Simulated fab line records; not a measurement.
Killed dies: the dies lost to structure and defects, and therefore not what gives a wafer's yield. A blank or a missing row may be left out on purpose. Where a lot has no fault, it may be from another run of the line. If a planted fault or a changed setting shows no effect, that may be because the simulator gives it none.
Matching of chambers -- flow n5_finfet -- rie_diel-04 running N5_WELL_APT_DESCUM_30: 4 sister chambers
The step chemistry O2, time 7.9 s. 8 wafers are shown with their chamber, then 7 later ones without.

## WAFERS PAIRED WITH THEIR CHAMBERS
wafer,chamber,throttle_valve_pct (%),drypump_motor_current_A (A)
L076.4,3,20.76,5.6
L077.5,1,20.42,5.5
L078.4,2,19.97,6.0
L078.5,2,19.97,5.9
L080.5,0,20.32,5.3
L080.6,1,20.46,5.5
L089.1,3,20.81,5.6
L089.4,0,20.34,5.3

## WAFERS MISSING THEIR CHAMBER
wafer,throttle_valve_pct (%),drypump_motor_current_A (A)
L089.5,20.01,6.0
L091.3,20.00,6.0
L091.4,20.83,5.6
L091.5,20.49,5.5
L094.2,20.03,5.9
L094.3,20.49,5.6
L094.5,20.34,5.3

## WHICH CHAMBER EACH ONE RAN IN
wafer,from the rows above,in truth
L089.5,2,2
L091.3,2,2
L091.4,3,3
L091.5,1,1
L094.2,2,2
L094.3,1,1
L094.5,0,0
Correct placement for 7 of the 7. Left unplaced by these rows: 0. Number placed wrongly: 0.
How it was worked out, from the rows above alone: a wafer's distance from a chamber is the root of the sum, over the readings, of the square of ((its reading less the chamber's mean) divided by the reading's scatter). The wafer belongs to the nearest chamber; if the next one is less than 2 further off, it can't be placed. Each chamber's mean is taken over the wafers shown for it. The scatter: the root of (the sum of the squares of (reading less its chamber's mean) over the shown wafers, divided by (wafers less chambers)).
